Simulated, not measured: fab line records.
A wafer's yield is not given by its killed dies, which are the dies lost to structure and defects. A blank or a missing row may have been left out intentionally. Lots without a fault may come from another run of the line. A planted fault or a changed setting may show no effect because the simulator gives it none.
fab line records -- flow n5Finfet
record lots=7, wafers=21
route steps=1938 shown SDB@373 HKMG_FIN@403 GATE_CUT@466 MOL_CONTACT_COAG@531 BEOL_M0_SAQP@642 BEOL_M1@753
startH: the number of hours between the record's first day and the start of the first shown wafer of the lot -- waitH: hours elapsed since this lot's preceding step -- " repeats the value in the row above -- L1.1+2: one row covering several wafers at once -- - value missing, or start not given -- * or withheld: withheld -- < > ~ a bound
route shown NAME@n: NAME is a module with steps in the file, n the number in the route of the first one -- usual: the fault-free wafers' mean and standard deviation -- same: alike in all rows -- chamber/n: place in a boat -- sites: per-site readings -- _std_site: the standard deviation of these -- _edge_site: inner sites' mean taken away from outer sites' mean -- radiusMm: how far each site lies from the wafer's centre -- mask NAME#n: copy n -- behind: tool/chamber where the wafer was last shaped -- hold: why the lot went on hold/how many hours it stayed there/how the hold came to an end -- device: which transistor (n, p or np) failed to switch -- end of line: the route-end tests of the same wafers -- a step without rows: its recipe alone -- killed: dies lost to structure and defects at the first sort, not the wafer's yield -- map: a wafer's dies, x killed, . not, _ none there
set.NAME: the run value of the setting; set.NAME@STEP: its run value at that earlier step -- model.NAME: the simulator's own value behind a step, which no gauge read
lots with deliberately changed settings; one table per step, one row per wafer
## steps
# step N5_SDB_ALD_29
# recipe material=SiNx, targetThkA=300, tempC=400, aldPrecursorFamily=SiH2I2, aldCoReactant=N2/H2-plasma, pulseTimeS=1, aldCycles=600, purgeTimeS=2, coReactantPurgeTimeS=2, pressureTorr=2
lot.wafer,tool,chamber,startH,waitH,set.aldCycles,model.SiNx_of_SDB_ALD_29.thkNm
L077.2,aldSin-04,2,84.82,0.0,600,30.2
L077.3,aldSin-04,1,84.82,0.0,600,29.8
L077.4,aldSin-04,3,84.82,0.0,638,31.8
L082.1+2,aldSin-02,"1,2",117.79,0.0,600,30
L082.3,aldSin-02,1,119.14,1.4,671,33.6
L083.1,aldSin-01,3,123.80,0.0,600,29.8
L083.2,aldSin-01,0,123.80,0.0,656,32.6
L083.6,aldSin-01,0,125.16,1.4,600,29.6
L084.4,aldSin-02,2,127.52,2.0,600,29.8
L084.5,aldSin-02,0,127.52,2.0,572,28.6
L084.6,aldSin-02,1,127.52,2.0,600,30
L085.1,aldSin-02,0,133.90,0.0,600,30.4
L085.3+5,aldSin-02,1,133.90,0.0,600,30
L087.1,aldSin-01,1,144.04,0.1,632,31.6
L087.4,aldSin-01,3,144.04,0.1,600,29.8
L087.5,aldSin-01,3,145.39,1.5,600,30
L096.3,aldSin-02,2,205.45,0.0,600,29.8
L096.4,aldSin-02,0,205.45,0.0,542,27.2
L096.5,aldSin-02,0,206.80,1.4,542,27.4
# step N5_HKMG_FIN_ETCH_55
# recipe chemistry=N2/H2, target=SOC, targetDepthA=2400, tempC=40, timeS=300, ionEnergyEv=200, maskMaterial=SiARC, pressureMtorr=30, sourceW=840, biasW=150, n2FlowSccm=200, h2FlowSccm=200
# usual rfVppV=524.4/2.2
lot.wafer,tool,chamber,startH,waitH,set.biasW,rfVppV,model.SiARC_of_HKMG_FIN_COAT_42.thkNm
L077.2,rieDiel-06,0,90.02,0.0,150,522.5,21.8
L077.3,rieDiel-06,2,90.02,0.0,135.2,494.0,23
L077.4,rieDiel-06,3,90.02,0.0,150,524.6,21
L082.1,rieDiel-04,0,123.97,0.0,135.5,495.1,22.4
L082.2,rieDiel-04,1,123.97,0.0,150,526.6,21
L082.3,rieDiel-04,2,123.97,0.0,135.5,489.1,23
L083.1,rieDiel-06,3,128.47,0.0,150,524.2,20.8
L083.2,rieDiel-06,1,128.47,0.0,150,524.4,21.8
L083.6,rieDiel-06,3,128.47,0.0,128.3,474.6,23.2
L084.4,rieDiel-05,3,130.84,0.0,150,527.0,21
L084.5,rieDiel-05,1,130.84,0.0,150,520.3,21
L084.6,rieDiel-05,0,130.84,0.0,150,521.1,20.2
L085.1,rieDiel-06,2,138.86,0.0,150,527.7,21.2
L085.3,rieDiel-06,0,138.86,0.0,150,523.5,21.4
L085.5,rieDiel-06,2,138.86,0.0,150,527.6,21
L087.1,rieDiel-04,2,148.97,0.0,150,523.1,21.2
L087.4,rieDiel-04,0,148.97,0.0,150,525.8,20.4
L087.5,rieDiel-04,0,148.97,0.0,150,526.6,20.4
L096.3,rieDiel-04,1,210.12,0.0,150,525.8,21.2
L096.4,rieDiel-04,3,210.12,0.0,150,521.8,21.2
L096.5,rieDiel-04,1,210.12,0.0,150,524.7,21
# step N5_HKMG_FIN_ETCH_58
# recipe chemistry=N2/H2, target=SOC, targetDepthA=2158, ionEnergyEv=50, biasW=13, timeS=741, pressureMtorr=30, sourceW=875, n2FlowSccm=200, h2FlowSccm=200
# usual rfVppV=99.2/0.85
lot.wafer,tool,chamber,startH,waitH,set.sourceW,rfVppV
L077.2,rieDiel-06,0,90.23,0.0,971.6,94.8
L077.3,rieDiel-06,2,90.23,0.0,971.6,95.4
L077.4,rieDiel-06,3,90.23,0.0,971.6,95.0
L082.1,rieDiel-04,0,124.18,0.0,875,100.1
L082.2,rieDiel-04,1,124.18,0.0,875,99.0
L082.3,rieDiel-04,2,124.18,0.0,875,99.2
L083.1,rieDiel-06,3,128.68,0.0,875,100.4
L083.2,rieDiel-06,1,128.68,0.0,952.2,95.8
L083.6,rieDiel-06,3,128.68,0.0,875,98.8
L084.4,rieDiel-05,3,131.05,0.0,875,99.6
L084.5,rieDiel-05,1,131.05,0.0,875,98.9
L084.6,rieDiel-05,0,131.05,0.0,875,98.6
L085.1,rieDiel-06,2,139.07,0.0,875,99.6
L085.3,rieDiel-06,0,139.07,0.0,875,98.7
L085.5,rieDiel-06,2,139.07,0.0,875,100.7
L087.1,rieDiel-04,2,149.18,0.0,875,98.7
L087.4,rieDiel-04,0,149.18,0.0,875,99.7
L087.5,rieDiel-04,0,149.18,0.0,875,100.1
L096.3,rieDiel-04,1,210.33,0.0,875,99.7
L096.4,rieDiel-04,3,210.33,0.0,875,99.1
L096.5,rieDiel-04,1,210.33,0.0,780.4,103.8
# step N5_GATE_CUT_ETCH_56
# recipe chemistry=Cl2/Ar, target=TiN, targetDepthA=216, pressureMtorr=10, icpW=600, biasW=60, Cl2_flow_sccm=40, Ar_flow_sccm=60
lot.wafer,tool,chamber,startH,waitH,set.biasW,model.etch.depthNm
L077.2,rieMetal-02,0,97.90,0.1,60,20.95
L077.3,rieMetal-02,0,97.90,0.1,60,21.06
L077.4,rieMetal-02,1,97.90,0.1,60,20.34
L082.1,rieMetal-01,1,132.10,0.1,60,20.77
L082.2,rieMetal-01,0,132.10,0.1,66.67,22.69
L082.3,rieMetal-01,0,132.10,0.1,60,21.81
L083.1,rieMetal-02,1,136.95,0.1,60,20.19
L083.2,rieMetal-02,0,136.95,0.1,60,20.62
L083.6,rieMetal-02,1,136.95,0.1,60,20.38
L084.4,rieMetal-02,0,138.93,0.1,60,20.79
L084.5,rieMetal-02,1,138.93,0.1,50.37,18.96
L084.6,rieMetal-02,0,138.93,0.1,50.37,19.54
L085.1,rieMetal-02,1,146.64,0.1,60,20.33
L085.3,rieMetal-02,0,146.64,0.1,60,21.01
L085.5,rieMetal-02,0,146.64,0.1,60,20.87
L087.1,rieMetal-03,1,156.71,0.1,60,21.72
L087.4,rieMetal-03,0,156.71,0.1,52.03,20.27
L087.5,rieMetal-03,1,156.71,0.1,60,21.6
L096.3,rieMetal-01,0,218.16,0.1,60,21.6
L096.4,rieMetal-01,1,218.16,0.1,60,22.19
L096.5,rieMetal-01,0,218.16,0.1,54.59,20.75
# step N5_MOL_CONTACT_COAG_ETCH_105
# recipe chemistry=CF4, target=SiARC, targetDepthA=156, maskMaterial=CAR-EUV, timeS=26, ionEnergyEv=80, pressureMtorr=40, sourceW=545, biasW=36, Ar_flow_sccm=100, cf4FlowSccm=100, ends=cleared
# usual rfVppV=184.2/1.2
lot.wafer,tool,chamber,startH,waitH,set.biasW,rfVppV
L077.2,rieDiel-04,1,105.87,0.0,30.54,165.7
L077.3,rieDiel-04,2,105.87,0.0,36,184.0
L077.4,rieDiel-04,0,105.87,0.0,30.54,168.3
L082.1,rieDiel-05,1,140.09,0.0,40.96,198.4
L082.2,rieDiel-05,2,140.09,0.0,40.96,199.3
L082.3,rieDiel-05,0,140.09,0.0,36,182.8
L083.1,rieDiel-04,0,144.73,0.0,36,185.9
L083.2,rieDiel-04,3,144.73,0.0,36,183.2
L083.6,rieDiel-04,2,144.73,0.0,36,181.1
L084.4,rieDiel-05,0,146.58,0.0,36,182.8
L084.5,rieDiel-05,1,146.58,0.0,36,182.0
L084.6,rieDiel-05,2,146.58,0.0,41.28,201.4
L085.1,rieDiel-06,2,154.59,0.0,36,186.2
L085.3,rieDiel-06,3,154.59,0.0,36,185.1
L085.5,rieDiel-06,3,154.59,0.0,36,184.0
L087.1,rieDiel-05,2,165.39,0.0,30.24,164.4
L087.4,rieDiel-05,0,165.39,0.0,30.24,162.0
L087.5,rieDiel-05,1,165.39,0.0,36,183.8
L096.3,rieDiel-04,0,226.08,0.0,36,184.6
L096.4,rieDiel-04,0,226.08,0.0,36,184.7
L096.5,rieDiel-04,3,226.08,0.0,36,182.5
# step N5_MOL_CONTACT_COAG_ETCH_110
# recipe chemistry=CF4/O2, target=Si, targetDepthA=25, timeS=8, pressureMtorr=100, sourceW=200, biasW=12, ionEnergyEv=60, Ar_flow_sccm=100, cf4FlowSccm=100, O2_flow_sccm=10
# usual rfVppV=129/3.8
lot.wafer,tool,chamber,startH,waitH,set.biasW,rfVppV
L077.2,rieDiel-04,1,106.10,0.0,12,124
L077.3,rieDiel-04,2,106.10,0.0,13.51,146
L077.4,rieDiel-04,0,106.10,0.0,13.51,148
L082.1,rieDiel-05,1,140.32,0.0,12,129
L082.2,rieDiel-05,2,140.32,0.0,11.06,119
L082.3,rieDiel-05,0,140.32,0.0,12,127
L083.1,rieDiel-04,0,144.95,0.0,12.57,140
L083.2,rieDiel-04,3,144.95,0.0,12,132
L083.6,rieDiel-04,2,144.95,0.0,12,133
L084.4,rieDiel-05,0,146.82,0.0,11.14,121
L084.5,rieDiel-05,1,146.82,0.0,12,129
L084.6,rieDiel-05,2,146.82,0.0,11.14,118
L085.1,rieDiel-06,2,154.81,0.0,12,133
L085.3,rieDiel-06,3,154.81,0.0,12,136
L085.5,rieDiel-06,3,154.81,0.0,12,133
L087.1,rieDiel-05,2,165.62,0.0,12,125
L087.4,rieDiel-05,0,165.62,0.0,12,127
L087.5,rieDiel-05,1,165.62,0.0,13.6,141
L096.3,rieDiel-04,0,226.31,0.0,12,135
L096.4,rieDiel-04,0,226.31,0.0,12,133
L096.5,rieDiel-04,3,226.31,0.0,12,131
# step N5_MOL_CONTACT_COAG_ETCHBACK_136
# recipe chemistry=CHF3, target=SiO2, targetDepthA=250, timeS=16.7, ionEnergyEv=200, pressureMtorr=30, sourceW=610, biasW=170, Ar_flow_sccm=200, CHF3_flow_sccm=50
lot.wafer,tool,chamber,startH,waitH,set.targetDepthA
L077.2+4,rieDiel-04,"2,3",117.74,0.0,250
L077.3,rieDiel-04,0,117.74,0.0,259.8
L082.1+2,rieDiel-04,"2,3",152.43,0.0,268.4
L082.3,rieDiel-04,1,152.43,0.0,250
L083.1,rieDiel-05,0,156.23,0.0,250
L083.2+6,rieDiel-05,2,156.23,0.0,226
L084.4+6,rieDiel-05,"0,2",159.47,0.0,250
L084.5,rieDiel-05,3,159.47,0.0,271.1
L085.1+3+5,rieDiel-05,"0,1,3",166.79,0.0,250
L087.1+4+5,rieDiel-06,"0,3,2",177.86,0.0,250
L096.3+4,rieDiel-05,"2,1",236.80,0.0,269.3
L096.5,rieDiel-05,2,236.80,0.0,250
# step N5_MOL_CONTACT_COAG_VIA_ETCH_117
# recipe chemistry=C4F6/O2, targetDepthA=400, overetchA=80, maskMaterial=SOC, target=SiO2, biasW=455, pressureMtorr=10, timeS=26, sourceW=325, Ar_flow_sccm=300, C4F6_flow_sccm=10, O2_flow_sccm=10, ionEnergyEv=575.3, ends=endPoint
# usual rfVppV=1608/36
lot.wafer,tool,chamber,startH,waitH,set.biasW,set.targetDepthA@MOL_CONTACT_COAG_ETCHBACK_136,rfVppV,model.etch.depthNm,model.MOL_CONTACT_COAG.featureDepthNm
L077.2,rieDiel-04,2,117.77,0.0,494,250,1739,40.28,40.2
L077.3,rieDiel-04,0,117.77,0.0,494,259.8,1760,39.06,39
L077.4,rieDiel-04,3,117.77,0.0,455,250,1625,39.8,39.8
L082.1,rieDiel-04,2,152.46,0.0,455,268.4,1633,38.77,38.8
L082.2,rieDiel-04,3,152.46,0.0,455,268.4,1627,38.21,38.2
L082.3,rieDiel-04,1,152.46,0.0,455,250,1556,39.93,40
L083.1,rieDiel-05,0,156.26,0.0,389,250,1420,39.72,39.8
L083.2,rieDiel-05,2,156.26,0.0,455,226,1574,42.24,42.2
L083.6,rieDiel-05,2,156.26,0.0,389,226,1399,42.26,42.2
L084.4,rieDiel-05,0,159.50,0.0,455,250,1598,39.94,40
L084.5,rieDiel-05,3,159.50,0.0,406.8,271.1,1505,37.11,37.2
L084.6,rieDiel-05,2,159.50,0.0,406.8,250,1448,39.95,40
L085.1,rieDiel-05,0,166.82,0.0,455,250,1597,39.81,39.8
L085.3,rieDiel-05,1,166.82,0.0,455,250,1589,39.91,40
L085.5,rieDiel-05,3,166.82,0.0,455,250,1635,39.31,39.4
L087.1,rieDiel-06,0,177.89,0.0,455,250,1555,40.34,40.4
L087.4,rieDiel-06,3,177.89,0.0,496.6,250,1764,40.04,40
L087.5,rieDiel-06,2,177.89,0.0,496.6,250,1746,40.11,40.2
L096.3,rieDiel-05,2,236.83,0.0,455,269.3,1575,37.78,37.8
L096.4,rieDiel-05,1,236.83,0.0,455,269.3,1614,37.62,37.6
L096.5,rieDiel-05,2,236.83,0.0,455,250,1574,39.61,39.6
# step N5_BEOL_M0_SAQP_COAT_82
# recipe resist=SiARC, tempC=220, timeS=60, spinRpm=1500, resistThkNm=30
lot.wafer,tool,chamber,startH,waitH,set.spinRpm,model.SiARC_of_BEOL_M0_SAQP_COAT_82.thkNm
L077.2+3,lithoTrack-02,0,-,-,1554,29.4
L077.4,lithoTrack-02,0,-,-,1500,30
L082.1+2+3,lithoTrack-02,0,-,-,1500,30
L083.1+2,lithoTrack-02,0,-,-,1500,30.2
L083.6,lithoTrack-02,0,-,-,1444,30.6
L084.4,lithoTrack-05,0,-,-,1457,30.4
L084.5,lithoTrack-05,0,-,-,1500,30.2
L084.6,lithoTrack-05,0,-,-,1500,30
L085.1+3+5,lithoTrack-05,0,-,-,1500,30
L087.1+5,lithoTrack-03,0,-,-,1584,29.2
L087.4,lithoTrack-03,0,-,-,1500,30
L096.3+5,lithoTrack-05,0,-,-,1500,30
L096.4,lithoTrack-05,0,-,-,1405,31
# step N5_BEOL_M0_SAQP_DEVELOP_13
# recipe developTimeS=30, developer=TMAH, resist=CAR-ArF, devTempC=23, rinseLiquid=diw, dry=airSpin
lot.wafer,tool,chamber,startH,waitH,set.developTimeS
L077.2+4,lithoTrack-02,0,-,-,30
L077.3,lithoTrack-02,0,-,-,25.98
L082.1,lithoTrack-05,0,-,-,30
L082.2+3,lithoTrack-05,0,-,-,35.45
L083.1+6,lithoTrack-03,0,-,-,33.26
L083.2,lithoTrack-03,0,-,-,30
L084.4+5+6,lithoTrack-03,0,-,-,30
L085.1+3+5,lithoTrack-05,0,-,-,30
L087.1,lithoTrack-02,0,-,-,23.97
L087.4+5,lithoTrack-02,0,-,-,30
L096.3+4,lithoTrack-05,0,-,-,30
L096.5,lithoTrack-05,0,-,-,23.53
# step N5_BEOL_M0_SAQP_DESCUM_19
# recipe chemistry=O2, timeS=7.9, sourcePowerW=50, biasPowerW=20, pressureMtorr=20, rfFrequencyHz=2.712e+07, tempC=40, resist=CAR-ArF, o2FlowSccm=225
# step N5_BEOL_M0_SAQP_ETCH_83
# recipe chemistry=CF4, target=SiARC, targetDepthA=390, maskMaterial=CAR-ArF, timeS=65, ionEnergyEv=80, pressureMtorr=40, sourceW=545, biasW=36, Ar_flow_sccm=100, cf4FlowSccm=100, ends=cleared
lot.wafer,tool,chamber,startH,waitH,set.spinRpm@BEOL_M0_SAQP_COAT_82,model.etch.depthNm,model.CAR-ArF_of_BEOL_M0_SAQP_COAT_08.thkNm
L077.2+3,rieDiel-01,"2,0",126.49,0.0,1554,29.43,56
L077.4,rieDiel-01,1,126.49,0.0,1500,29.92,55.4
L082.1,rieDiel-03,1,158.53,0.0,1500,30.02,55.4
L082.2,rieDiel-03,3,158.53,0.0,1500,29.97,54.8
L082.3,rieDiel-03,0,158.53,0.0,1500,30.08,55
L083.1,rieDiel-02,3,162.47,0.0,1500,30.12,55.8
L083.2,rieDiel-02,1,162.47,0.0,1500,30.19,55.6
L083.6,rieDiel-02,2,162.47,0.0,1444,30.65,55
L084.4,rieDiel-03,2,166.46,0.0,1457,30.44,54.8
L084.5,rieDiel-03,0,166.46,0.0,1500,30.1,55.4
L084.6,rieDiel-03,1,166.46,0.0,1500,30.03,55
L085.1,rieDiel-01,1,174.51,0.0,1500,30.09,55.4
L085.3,rieDiel-01,3,174.51,0.0,1500,30.05,55.6
L085.5,rieDiel-01,0,174.51,0.0,1500,30.04,55.8
L087.1,rieDiel-02,3,184.00,0.0,1584,29.11,56.4
L087.4,rieDiel-02,1,184.00,0.0,1500,29.96,55.4
L087.5,rieDiel-02,1,184.00,0.0,1584,29.19,56.2
L096.3,rieDiel-02,3,242.48,0.0,1500,29.94,56.2
L096.4,rieDiel-02,2,242.48,0.0,1405,31.07,54.6
L096.5,rieDiel-02,3,242.48,0.0,1500,29.94,55.8
# step N5_BEOL_M1_PECVD_72
# recipe material=SiO2, targetThkA=160, tempC=400, precursor=TEOS/O2, pressureTorr=5.5, rfW=450, teosFlowSccm=53.8, gas=O2, flowSccm=3000, timeS=18
lot.wafer,tool,chamber,startH,waitH,set.timeS,model.SiO2_of_BEOL_M1_PECVD_72.thkNm
L077.2,pecvd-03,0,138.23,0.0,20.24,18.2
L077.3+4,pecvd-03,2,138.23,0.0,18,16.6
L082.1,pecvd-03,0,172.59,0.0,18,16.4
L082.2+3,pecvd-03,"1,2",172.59,0.0,18,16.2
L083.1,pecvd-01,0,175.31,0.0,16.41,15
L083.2,pecvd-01,2,175.31,0.0,18,15.8
L083.6,pecvd-01,0,175.31,0.0,18,16.8
L084.4,pecvd-02,1,178.78,0.1,18,15.8
L084.5,pecvd-02,0,178.78,0.1,18,16
L084.6,pecvd-02,2,178.78,0.1,16.56,14.6
L085.1+5,pecvd-03,0,185.24,0.0,18,16
L085.3,pecvd-03,0,185.24,0.0,18,16.2
L087.1,pecvd-03,2,197.81,0.0,18,16
L087.4,pecvd-03,2,197.81,0.0,18,16.4
L087.5,pecvd-03,0,197.81,0.0,18.98,17.2
L096.3,pecvd-02,1,252.44,0.0,16.39,14.2
L096.4,pecvd-02,2,252.44,0.0,18,15.8
L096.5,pecvd-02,1,252.44,0.0,16.39,14.6
# step N5_BEOL_M1_HM_DEP_02
# recipe material=TiN, targetThkA=200, tempC=25, chamberPressurePa=0.49996
lot.wafer,tool,chamber,startH,waitH,set.targetThkA,model.TiN_of_BEOL_M1_HM_DEP_02.thkNm
L077.2+3,pvdSputter-02,-,138.85,0.6,212.7,21.2
L077.4,pvdSputter-02,-,138.85,0.6,212.7,21.4
L082.1,pvdSputter-01,-,173.69,1.1,200,20.4
L082.2+3,pvdSputter-01,-,173.69,1.1,210.2,21
L083.1,pvdSputter-03,-,176.80,1.5,200,19.8
L083.2,pvdSputter-03,-,176.80,1.5,200,20
L083.6,pvdSputter-03,-,176.80,1.5,223.5,22.4
L084.4,pvdSputter-03,-,179.44,0.6,200,20.2
L084.5,pvdSputter-03,-,179.44,0.6,210,21
L084.6,pvdSputter-03,-,179.44,0.6,200,20
L085.1,pvdSputter-03,-,187.72,2.5,200,20
L085.3+5,pvdSputter-03,-,187.72,2.5,200,20.2
L087.1,pvdSputter-01,-,199.60,1.8,210.9,20.6
L087.4,pvdSputter-01,-,199.60,1.8,210.9,21.2
L087.5,pvdSputter-01,-,199.60,1.8,210.9,20.8
L096.3+4,pvdSputter-03,-,255.62,3.2,218.4,21.2
L096.5,pvdSputter-03,-,255.62,3.2,200,19.6
# step N5_BEOL_M1_ETCH_64
# recipe chemistry=N2/H2, target=SOC, targetDepthA=750, overetchA=150, maskMaterial=SiARC, tempC=40, timeS=112.5, ionEnergyEv=200, pressureMtorr=30, sourceW=840, biasW=150, n2FlowSccm=200, h2FlowSccm=200
# usual rfVppV=524.7/2.2
lot.wafer,tool,chamber,startH,waitH,set.biasW,rfVppV
L077.2,rieDiel-01,2,139.57,0.0,150,524.2
L077.3,rieDiel-01,0,139.57,0.0,150,525.0
L077.4,rieDiel-01,3,139.57,0.0,150,523.6
L082.1,rieDiel-03,0,174.67,0.0,137.9,499.0
L082.2,rieDiel-03,2,174.67,0.0,137.9,495.4
L082.3,rieDiel-03,3,174.67,0.0,150,527.0
L083.1,rieDiel-01,1,177.43,0.0,164.6,554.2
L083.2,rieDiel-01,3,177.43,0.0,150,523.6
L083.6,rieDiel-01,0,177.43,0.0,150,526.6
L084.4,rieDiel-02,2,180.03,0.0,150,526.9
L084.5,rieDiel-02,2,180.03,0.0,125.4,470.5
L084.6,rieDiel-02,3,180.03,0.0,150,523.9
L085.1,rieDiel-02,0,188.53,0.0,150,524.7
L085.3,rieDiel-02,1,188.53,0.0,150,520.6
L085.5,rieDiel-02,1,188.53,0.0,150,520.2
L087.1,rieDiel-02,2,200.71,0.0,160.7,550.7
L087.4,rieDiel-02,3,200.71,0.0,150,522.5
L087.5,rieDiel-02,2,200.71,0.0,150,526.0
L096.3,rieDiel-02,3,256.21,0.0,150,524.0
L096.4,rieDiel-02,0,256.21,0.0,150,524.1
L096.5,rieDiel-02,1,256.21,0.0,150,520.4
# step N5_BEOL_M1_STRIP_65
# recipe chemistry=N2/H2, tempC=40, n2FlowSccm=200, h2FlowSccm=200, rfFrequencyHz=6e+07
# step N5_BEOL_M1_STRIP_75
# recipe chemistry=N2/H2, tempC=40, n2FlowSccm=200, h2FlowSccm=200, rfFrequencyHz=6e+07
# step N5_BEOL_M1_STRIP_66
# recipe chemistry=CF4, resist=SiARC, powerW=300, biasPowerW=75, pressureMtorr=50, cf4FlowSccm=150, rfFrequencyHz=6e+07
# step N5_BEOL_M1_HM_OPEN_17
# recipe chemistry=Cl2/BCl3, targetDepthA=200, overetchA=60, target=TiN, maskMaterial=SOC, ionEnergyEv=150, pressureMtorr=10, icpW=1000, biasW=126, Cl2_flow_sccm=53.25, bcl3FlowSccm=21.75, Ar_flow_sccm=25
lot.wafer,tool,chamber,startH,waitH,set.targetThkA@BEOL_M1_HM_DEP_02,model.etch.depthNm
L077.2,rieMetal-02,1,139.74,0.0,212.7,21.12
L077.3,rieMetal-02,0,139.74,0.0,212.7,21.26
L077.4,rieMetal-02,1,139.74,0.0,212.7,21.45
L082.1,rieMetal-01,0,174.85,0.0,200,20.45
L082.2,rieMetal-01,0,174.85,0.0,210.2,21.02
L082.3,rieMetal-01,0,174.85,0.0,210.2,20.96
L083.1,rieMetal-01,0,177.60,0.0,200,19.76
L083.2,rieMetal-01,0,177.60,0.0,200,20.04
L083.6,rieMetal-01,0,177.60,0.0,223.5,22.45
L084.4,rieMetal-02,1,180.23,0.1,200,20.17
L084.5,rieMetal-02,0,180.23,0.1,210,20.92
L084.6,rieMetal-02,1,180.23,0.1,200,19.99
L085.1,rieMetal-01,1,188.70,0.0,200,20.01
L085.3,rieMetal-01,1,188.70,0.0,200,20.13
L085.5,rieMetal-01,0,188.70,0.0,200,20.27
L087.1,rieMetal-01,1,200.87,0.0,210.9,20.68
L087.4,rieMetal-01,0,200.87,0.0,210.9,21.29
L087.5,rieMetal-01,0,200.87,0.0,210.9,20.72
L096.3,rieMetal-02,0,256.42,0.1,218.4,21.14
L096.4,rieMetal-02,1,256.42,0.1,218.4,21.23
L096.5,rieMetal-02,0,256.42,0.1,200,19.61
# step N5_BEOL_M1_COAT_67
# recipe resist=SOC, tempC=250, timeS=60, spinRpm=1500, resistThkNm=60
lot.wafer,tool,chamber,startH,waitH,set.tempC
L077.2+3+4,lithoTrack-01,0,139.96,0.0,250
L082.1+2,lithoTrack-03,0,175.16,0.0,250
L082.3,lithoTrack-03,0,175.16,0.0,244.9
L083.1+2+6,lithoTrack-01,0,177.91,0.0,250
L084.4+5+6,lithoTrack-01,0,180.41,0.0,250
L085.1+3+5,lithoTrack-03,0,188.91,0.0,250
L087.1,lithoTrack-03,0,201.10,0.0,243.7
L087.4+5,lithoTrack-03,0,201.10,0.0,250
L096.3+4+5,lithoTrack-02,0,256.62,0.0,261.1
# step N5_BEOL_M1_COAT_68
# recipe resist=SiARC, tempC=220, timeS=60, spinRpm=1500, resistThkNm=12
# step N5_BEOL_M1_COAT_76
# recipe resist=underlayer, tempC=205, timeS=60, spinRpm=1500, resistThkNm=5
# step N5_BEOL_M1_STRIP_97
# recipe chemistry=N2/H2, timeS=10, powerW=450, tempC=40, pressureMtorr=20, rfFrequencyHz=6e+07, biasPowerW=7, n2FlowSccm=200, h2FlowSccm=200
# step N5_BEOL_M1_HM_STRIP_39
# recipe chemistry=peroxideTinStrip, material=TiN, targetDepthA=250, tempC=50, timeS=158
lot.wafer,tool,chamber,startH,waitH,set.timeS@BEOL_M1_PECVD_72,model.SiO2_of_BEOL_M1_PECVD_72.thkNm
L077.2,wetBench-02,6,143.27,0.0,20.24,18
L077.3,wetBench-02,1,143.27,0.0,18,16.4
L077.4,wetBench-02,2,143.27,0.0,18,16.6
L082.1,wetBench-01,7,177.42,0.0,18,16.2
L082.2+3,wetBench-01,"3,1",177.42,0.0,18,16
L083.1,wetBench-01,6,179.33,0.0,16.41,15
L083.2,wetBench-01,4,179.33,0.0,18,15.6
L083.6,wetBench-01,7,179.33,0.0,18,16.6
L084.4,wetBench-01,2,184.07,0.0,18,15.6
L084.5,wetBench-01,1,184.07,0.0,18,16
L084.6,wetBench-01,0,184.07,0.0,16.56,14.4
L085.1+5,wetBench-01,"3,6",194.42,0.0,18,15.8
L085.3,wetBench-01,7,194.42,0.0,18,16
L087.1,wetBench-04,2,203.46,0.0,18,16
L087.4,wetBench-04,5,203.46,0.0,18,16.4
L087.5,wetBench-04,1,203.46,0.0,18.98,17
L096.3,wetBench-02,0,266.52,0.0,16.39,14
L096.4,wetBench-02,6,266.52,0.0,18,15.8
L096.5,wetBench-02,5,266.52,0.0,16.39,14.4
## key
split step=N5_SDB_ALD_29, setting=aldCycles, stated=600, by=wafer
response step=N5_SDB_ALD_29, reading=model.SiNx_of_SDB_ALD_29.thkNm, change=+0.293, per=1%, r=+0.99
split step=N5_HKMG_FIN_ETCH_55, setting=biasW, stated=150, by=wafer
response step=N5_HKMG_FIN_ETCH_55, reading=rfVppV, change=+3.36, per=1%, r=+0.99
response step=N5_HKMG_FIN_ETCH_55, reading=model.SiARC_of_HKMG_FIN_COAT_42.thkNm, change=-0.149, per=1%, r=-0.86
split step=N5_HKMG_FIN_ETCH_58, setting=sourceW, stated=875, by=wafer
response step=N5_HKMG_FIN_ETCH_58, reading=rfVppV, change=-0.416, per=1%, r=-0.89
split step=N5_GATE_CUT_ETCH_56, setting=biasW, stated=60, by=wafer
response step=N5_GATE_CUT_ETCH_56, reading=model.etch.depthNm, change=+0.108, per=1%, r=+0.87
split step=N5_MOL_CONTACT_COAG_ETCH_105, setting=biasW, stated=36, by=wafer
response step=N5_MOL_CONTACT_COAG_ETCH_105, reading=rfVppV, change=+1.22, per=1%, r=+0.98
split step=N5_MOL_CONTACT_COAG_ETCH_110, setting=biasW, stated=12, by=wafer
response step=N5_MOL_CONTACT_COAG_ETCH_110, reading=rfVppV, change=+1.37, per=1%, r=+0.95
split step=N5_MOL_CONTACT_COAG_ETCHBACK_136, setting=targetDepthA, stated=250, by=wafer
response step=N5_MOL_CONTACT_COAG_VIA_ETCH_117, reading=model.etch.depthNm, change=-0.264, per=1%, r=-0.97
response step=N5_MOL_CONTACT_COAG_VIA_ETCH_117, reading=model.MOL_CONTACT_COAG.featureDepthNm, change=-0.261, per=1%, r=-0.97
split step=N5_MOL_CONTACT_COAG_VIA_ETCH_117, setting=biasW, stated=455, by=wafer
response step=N5_MOL_CONTACT_COAG_VIA_ETCH_117, reading=rfVppV, change=+13.7, per=1%, r=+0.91
split step=N5_BEOL_M0_SAQP_COAT_82, setting=spinRpm, stated=1500, by=wafer
response step=N5_BEOL_M0_SAQP_COAT_82, reading=model.SiARC_of_BEOL_M0_SAQP_COAT_82.thkNm, change=-0.144, per=1%, r=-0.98
response step=N5_BEOL_M0_SAQP_ETCH_83, reading=model.etch.depthNm, change=-0.154, per=1%, r=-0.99
response step=N5_BEOL_M0_SAQP_ETCH_83, reading=model.CAR-ArF_of_BEOL_M0_SAQP_COAT_08.thkNm, change=+0.186, per=1%, r=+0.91
split step=N5_BEOL_M0_SAQP_DEVELOP_13, setting=developTimeS, stated=30, by=wafer
response none clear
split step=N5_BEOL_M1_PECVD_72, setting=timeS, stated=18, by=wafer
response step=N5_BEOL_M1_PECVD_72, reading=model.SiO2_of_BEOL_M1_PECVD_72.thkNm, change=+0.147, per=1%, r=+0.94
response step=N5_BEOL_M1_HM_STRIP_39, reading=model.SiO2_of_BEOL_M1_PECVD_72.thkNm, change=+0.143, per=1%, r=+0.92
split step=N5_BEOL_M1_HM_DEP_02, setting=targetThkA, stated=200, by=wafer
response step=N5_BEOL_M1_HM_DEP_02, reading=model.TiN_of_BEOL_M1_HM_DEP_02.thkNm, change=+0.189, per=1%, r=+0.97
response step=N5_BEOL_M1_HM_OPEN_17, reading=model.etch.depthNm, change=+0.188, per=1%, r=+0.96
split step=N5_BEOL_M1_ETCH_64, setting=biasW, stated=150, by=wafer
response step=N5_BEOL_M1_ETCH_64, reading=rfVppV, change=+3.36, per=1%, r=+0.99
split step=N5_BEOL_M1_COAT_67, setting=tempC, stated=250, by=wafer
response none clear
